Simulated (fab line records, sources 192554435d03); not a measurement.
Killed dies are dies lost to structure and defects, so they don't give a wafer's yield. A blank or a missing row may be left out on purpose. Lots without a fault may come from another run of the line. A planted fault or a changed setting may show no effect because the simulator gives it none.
fab line records | flow n5_finfet | part 2 of 2: steps 5 to 6 of 6
record lots=18 wafers=54 last_day=17
route steps=1938 shown FIN_CUT@174 STI_FIN_REVEAL@184 DUMMY_GATE@243 SD_EPI_N@279
lots that met no fault: from a run of the same line without faults
start_h: hours from the record's first day to the start of the lot's first wafer shown | wait_h: hours since the lot's step before | " the same as in the row above | L1.1+2: a row that stands for several wafers | - no value, or no start given | * or withheld: withheld | < > ~ a bound
route shown NAME@n: a module of which the file shows steps, and the number in the route of the first | usual: mean/standard deviation of fault-free wafers | same: alike in all rows | chamber/n: place in a boat | sites: the reading at each site | _std_site: their standard deviation | _edge_site: outer sites' mean less inner sites' | radius_mm: how far each site lies from the wafer's centre | mask NAME#n: copy n | behind: the tool/chamber that last shaped the wafer | hold: why the lot was held/for how many hours/how that ended | device: the transistor (n, p or np) that didn't switch | end of line: the same wafers' tests at the end of the route | a step without rows: its recipe alone | killed: dies lost to structure and defects at the first sort, not the wafer's yield | map: a wafer's dies, x killed, . not, _ none there
set.NAME: the setting as run; set.NAME@STEP: as run at that earlier step | model.NAME: the simulator's own value behind a step, which no gauge read
steps of the route over a sample of lots; a table a step, a row a wafer
services: from which hour (start_h, from the record's first day; less than 0 if before it) a tool's chamber was out of use, for how many hours, and why
## steps
# step N5_DUMMY_GATE_ETCH_31
# recipe chemistry=C4F6/O2 target=SiO2 mask_material=SOC target_depth_a=825 time_s=27.5 ion_energy_ev=250 pressure_mtorr=30 source_w=345 bias_w=185 Ar_flow_sccm=300 C4F6_flow_sccm=10 O2_flow_sccm=10
# usual O2_flow_sccm=10.00/0.032 bias_w=185.0/0.57 drypump_motor_current_A=5.8/0.46 oes_f_703_au=0.747/0.029 oes_product_au=0.740/0.029 rf_vpp_V=666/6.8 showerhead_plenum_p_Torr=2.84/0.094 throttle_valve_pct=21.19/0.18
# same time_s=27.5
# columns lot.wafer tool chamber start_h wait_h O2_flow_sccm bias_w drypump_motor_current_A oes_f_703_au oes_product_au rf_hours_counter_h rf_vpp_V showerhead_plenum_p_Torr throttle_valve_pct
L074.1 rie_diel-03 2 48.22 0.0 10.00 185.0 5.3 0.757 0.752 151 661 2.84 20.88
L074.2 " 1 " " 9.98 183.5 6.5 0.757 0.748 149 664 2.83 21.13
L074.3 " 3 " " 10.01 184.5 5.3 0.767 0.765 130 664 2.75 21.31
L075.1 rie_diel-04 2 53.97 0.0 10.01 186.0 5.4 0.805 0.788 110 659 2.86 21.08
L075.3 " 1 " " 9.99 184.9 6.1 0.782 0.759 120 661 2.97 21.15
L075.5 " 2 " " 10.02 185.0 5.4 0.799 0.794 - 659 2.86 21.08
L077.1 rie_diel-03 2 64.96 0.1 9.97 184.9 5.3 0.749 0.749 158 662 2.84 20.87
L077.3 " 3 " " 9.99 184.5 5.3 0.765 0.762 137 664 2.74 21.33
L077.5 " 2 " " 9.96 184.8 5.3 0.748 0.757 - 660 2.84 20.88
L078.1 rie_diel-03 3 69.92 0.0 10.01 185.4 5.3 0.766 0.754 140 663 2.74 21.31
L078.5 " 3 " " 10.00 184.6 5.3 0.772 0.759 - 663 2.74 21.32
L078.6 " 2 " " 10.07 184.6 5.3 0.751 0.752 - 661 2.84 20.89
L079.1 rie_diel-02 1 75.84 0.0 9.92 185.2 6.2 0.779 0.780 118 662 2.76 21.04
L079.3 " 0 " " 9.99 184.6 5.1 0.816 0.835 70 679 3.00 21.04
L079.5 " 0 " " 10.01 185.0 5.1 0.815 0.839 - 679 3.00 21.04
L081.1 rie_diel-03 3 88.31 0.2 10.00 184.7 5.3 0.758 0.750 146 664 2.74 21.34
L081.3 " 0 " " 9.93 185.2 5.9 0.704 0.711 210 668 2.72 21.34
L081.5 " 0 " " 9.93 185.0 5.9 0.704 0.715 - 667 2.72 21.33
L082.2 rie_diel-04 0 97.39 0.1 10.02 185.2 6.3 0.737 0.743 193 675 2.73 21.53
L082.3 " 2 " " 9.96 184.5 5.4 0.787 0.785 125 659 2.85 21.11
L082.5 " 0 " " 9.99 185.4 6.3 0.731 0.748 - 676 2.73 21.54
L083.2 rie_diel-03 3 103.77 0.0 9.96 186.0 5.3 0.754 0.746 150 663 2.74 21.36
L083.3 " 1 " " 9.97 185.1 6.5 0.750 0.744 158 662 2.82 21.14
L083.6 " 3 " " 9.94 186.3 5.3 0.758 0.744 - 663 2.74 21.34
L085.2 rie_diel-03 3 116.61 0.0 9.95 184.9 5.3 0.750 0.740 154 663 2.74 21.34
L085.3 " 0 " " 10.03 185.3 5.9 0.694 0.705 217 667 2.72 21.34
L085.4 " 2 " " 10.01 184.9 5.3 0.735 0.742 177 660 2.83 20.91
L086.1 rie_diel-04 3 123.44 0.2 9.98 184.6 6.0 0.752 0.731 159 677 2.97 21.19
L086.3 " 1 " " 10.01 185.4 6.0 0.766 0.735 142 661 2.96 21.17
L086.4 " 2 " " 10.05 185.1 5.4 0.776 0.767 - 657 2.85 21.12
L087.2 rie_diel-03 3 127.20 0.0 9.97 185.3 5.3 0.752 0.742 158 664 2.74 21.35
L087.3 " 0 " " 10.05 185.1 5.9 0.701 0.705 221 668 2.72 21.34
L087.5 " 1 " " 9.98 184.5 6.5 0.743 0.727 - 662 2.82 21.15
L088.2 rie_diel-04 0 129.97 0.0 9.97 185.6 6.3 0.728 0.732 199 675 2.73 21.54
L088.3 " 1 " " 10.04 184.7 6.0 0.761 0.733 146 660 2.96 21.20
L088.5 " 0 " " 10.01 185.2 6.3 0.725 0.728 - 676 2.73 21.57
L089.1 rie_diel-03 1 136.72 0.0 10.02 185.5 6.5 0.738 0.722 169 663 2.82 21.15
L089.2 " 3 " " 9.99 185.1 5.3 0.745 0.730 161 663 2.73 21.33
L089.3 " 2 " " 9.93 185.4 5.3 0.736 0.721 181 659 2.83 20.91
L090.1 rie_diel-04 3 143.02 0.1 10.03 184.5 6.0 0.749 0.720 167 677 2.97 21.20
L090.5 " 1 " " 9.96 184.7 6.1 0.754 0.725 - 659 2.96 21.18
L090.6 " 2 " " 9.98 185.4 5.4 0.776 0.758 - 656 2.85 21.12
L091.1 rie_diel-03 0 148.35 0.0 10.03 185.5 5.9 0.693 0.698 228 668 2.71 21.35
L091.3 " 1 " " 10.00 185.4 6.5 0.738 0.724 173 664 2.82 21.17
L091.6 " 2 " " 9.96 185.3 5.3 0.730 0.733 - 661 2.83 20.92
L092.1 rie_diel-04 3 154.45 0.0 10.01 184.4 5.9 0.740 0.719 170 677 2.97 21.20
L092.2 " 2 " " 10.02 184.5 5.4 0.758 0.752 144 658 2.84 21.14
L092.4 " 1 " " 9.98 184.4 6.0 0.759 0.724 153 660 2.95 21.19
L093.3 rie_diel-02 1 161.08 0.0 10.01 184.3 6.2 0.760 0.758 141 660 2.75 21.06
L093.5 " 2 " " 10.00 184.7 6.1 0.741 0.737 - 664 2.83 20.94
L093.6 " 0 " " 10.00 184.3 5.1 0.790 0.803 - 678 2.99 21.07
L097.1 rie_diel-04 2 188.61 0.2 9.99 185.4 5.4 0.761 0.757 153 657 2.84 21.15
L097.2 " 1 " " 9.99 185.1 6.0 0.758 0.724 162 660 2.95 21.22
L097.6 " 0 " " 10.00 186.2 6.4 0.721 0.715 - 675 2.72 21.57
# step N5_SD_EPI_N_ETCH_16
# recipe chemistry=CHF3/O2 target=SiO2 target_depth_a=50 mask_material=SOC pressure_mtorr=30 source_w=650 bias_w=170 Ar_flow_sccm=200 CHF3_flow_sccm=50 O2_flow_sccm=5 ion_energy_ev=200
# usual O2_flow_sccm=5.000/0.016 bias_w=170.0/0.5 drypump_motor_current_A=5.6/0.54 oes_f_703_au=0.78/0.071 oes_product_au=0.78/0.076 rf_vpp_V=530/7.1 showerhead_plenum_p_Torr=2.44/0.068 throttle_valve_pct=18.99/0.21
# columns lot.wafer tool chamber start_h wait_h O2_flow_sccm bias_w drypump_motor_current_A oes_f_703_au oes_product_au rf_hours_counter_h rf_vpp_V showerhead_plenum_p_Torr throttle_valve_pct
L074.1 rie_diel-06 1 50.56 0.1 4.986 169.7 5.2 0.78 0.79 111 521 2.44 18.78
L074.2 " 0 " " 5.026 170.2 4.9 0.95 0.96 4 532 2.36 18.75
L074.3 " 2 " " 5.015 170.1 6.6 0.72 0.73 185 532 2.49 19.01
L075.1 rie_diel-01 0 56.40 0.1 4.976 169.3 5.1 0.88 0.89 18 539 2.36 18.88
L075.3 " 3 " " 5.008 169.1 5.2 0.76 0.75 166 533 2.51 19.34
L075.5 " 3 " " 4.979 170.2 5.3 0.74 0.74 - 532 2.51 19.34
L077.1 rie_diel-06 2 68.19 0.1 4.986 169.5 6.6 0.72 0.72 190 530 2.49 19.02
L077.3 " 1 " " 5.007 170.3 5.1 0.77 0.78 117 521 2.43 18.78
L077.5 " 2 " " 4.991 169.4 6.6 0.72 0.72 - 532 2.49 19.02
L078.1 rie_diel-05 2 72.59 0.1 5.007 169.7 5.1 0.71 0.72 183 538 2.51 19.21
L078.5 " 0 " " 5.023 169.7 6.6 0.70 0.71 - 527 2.40 18.89
L078.6 " 1 " " 5.011 170.4 5.7 0.83 0.84 - 546 2.54 18.94
L079.1 rie_diel-06 2 78.75 0.1 5.014 169.9 6.6 0.72 0.72 195 533 2.49 19.04
L079.3 " 1 " " 5.011 170.0 5.1 0.77 0.77 121 521 2.43 18.80
L079.5 " 2 " " 5.020 170.0 6.6 0.72 0.72 - 533 2.49 19.02
L081.1 rie_diel-01 2 90.86 0.1 4.976 170.0 6.1 0.79 0.76 156 522 2.50 18.96
L081.3 " 3 " " 5.011 170.1 5.2 0.75 0.74 177 534 2.50 19.36
L081.5 " 3 " " 5.003 169.9 5.3 0.75 0.75 - 534 2.50 19.36
L082.2 rie_diel-01 3 102.25 0.1 4.996 170.2 5.3 0.74 0.75 181 533 2.50 19.35
L082.3 " 1 " " 5.016 169.8 5.9 0.68 0.68 238 526 2.37 19.13
L082.5 " 0 " " 4.980 170.6 5.1 0.86 0.88 - 539 2.36 18.90
L083.2 rie_diel-01 0 106.28 0.1 4.985 170.5 5.2 0.84 0.87 34 539 2.36 18.90
L083.3 " 3 " " 4.994 170.7 5.2 0.74 0.74 182 532 2.50 19.37
L083.6 " 1 " " 4.987 170.2 5.9 0.68 0.68 - 525 2.37 19.13
L085.2 rie_diel-06 2 118.96 0.1 4.996 170.4 6.6 0.70 0.72 210 531 2.48 19.05
L085.3 " 3 " " 4.999 170.3 5.8 0.76 0.74 143 522 2.40 19.03
L085.4 " 2 " " 4.984 170.1 6.6 0.70 0.71 - 531 2.48 19.04
L086.1 rie_diel-05 1 125.88 0.1 4.990 169.7 5.7 0.80 0.82 78 543 2.53 18.96
L086.3 " 0 " " 5.010 170.1 6.6 0.69 0.70 220 525 2.40 18.89
L086.4 " 2 " " 5.022 170.8 5.1 0.70 0.71 199 539 2.51 19.24
L087.2 rie_diel-01 2 129.51 0.1 4.977 170.4 6.1 0.78 0.75 167 522 2.50 18.98
L087.3 " 0 " " 4.994 169.7 5.2 0.83 0.86 41 538 2.36 18.91
L087.5 " 0 " " 4.998 170.0 5.2 0.83 0.86 - 540 2.36 18.90
L088.2 rie_diel-06 3 132.56 0.1 5.007 170.2 5.8 0.75 0.74 147 524 2.40 19.05
L088.3 " 2 " " 5.001 170.0 6.6 0.70 0.71 214 531 2.48 19.06
L088.5 " 2 " " 5.026 170.2 6.6 0.70 0.71 - 532 2.48 19.05
L089.1 rie_diel-06 3 140.15 0.1 4.991 169.9 5.8 0.75 0.74 150 524 2.40 19.06
L089.2 " 1 " " 5.014 170.3 5.1 0.76 0.76 139 522 2.43 18.84
L089.3 " 2 " " 4.989 170.0 6.6 0.70 0.72 216 530 2.48 19.07
L090.1 rie_diel-05 1 145.45 0.1 4.994 170.5 5.7 0.80 0.81 84 545 2.52 19.00
L090.5 " 1 " " 4.988 170.0 5.7 0.80 0.81 - 544 2.52 18.99
L090.6 " 0 " " 5.014 169.2 6.6 0.69 0.69 - 525 2.39 18.90
L091.1 rie_diel-01 2 150.67 0.1 4.992 169.6 6.1 0.76 0.75 175 521 2.50 19.00
L091.3 " 0 " " 4.984 170.8 5.2 0.82 0.85 49 539 2.35 18.92
L091.6 " 0 " " 5.004 170.5 5.1 0.82 0.85 - 539 2.35 18.92
L092.1 rie_diel-06 2 156.89 0.1 5.007 170.2 6.6 0.70 0.70 222 531 2.48 19.06
L092.2 " 0 " " 4.999 170.9 4.9 0.86 0.86 41 530 2.34 18.80
L092.4 " 3 " " 5.013 169.7 5.8 0.75 0.74 155 525 2.40 19.07
L093.3 rie_diel-01 2 164.23 0.1 4.992 169.3 6.1 0.77 0.74 182 521 2.49 19.00
L093.5 " 3 " " 5.006 169.1 5.2 0.73 0.73 - 532 2.49 19.40
L093.6 " 0 " " 5.010 169.3 5.1 0.81 0.84 - 538 2.35 18.94
L097.1 rie_diel-05 0 191.15 0.1 5.007 170.5 6.6 0.68 0.68 242 525 2.39 18.95
L097.2 " 1 " " 5.014 169.9 5.7 0.78 0.78 100 545 2.52 19.02
L097.6 " 0 " " 4.999 171.2 6.6 0.68 0.68 - 525 2.39 18.94
## services
# columns tool chamber start_h hours kind
rie_diel-05 1 9.75 9.8 repair
rie_diel-01 - 9.88 0.5 repair
ald_sin-03 0 13.98 3.0 repair
rie_diel-02 2 19.75 15.8 repair
rie_diel-01 - 27.47 0.9 repair
ald_sin-03 3 32.30 27.2 repair
rie_diel-06 1 35.52 4.5 repair
rie_diel-06 1 41.28 3.1 repair
rie_diel-02 - 53.02 14.6 pm
ald_sin-03 - 55.78 0.5 repair
rie_diel-03 1 57.34 23.6 repair
rie_diel-04 3 60.92 12.0 repair
ald_sin-03 3 63.97 3.4 repair
rie_diel-02 2 69.71 3.8 repair
rie_diel-02 1 71.07 1.3 repair
rie_diel-06 3 73.64 6.6 repair
rie_diel-05 2 80.74 5.5 repair
rie_diel-02 - 104.66 0.8 repair
rie_diel-05 0 110.92 6.6 repair
rie_diel-06 1 116.06 7.0 repair
rie_diel-04 - 117.44 2.2 repair
rie_diel-03 2 119.39 6.6 repair
rie_diel-02 - 126.83 2.8 pm
ald_sin-04 - 176.81 14.0 pm
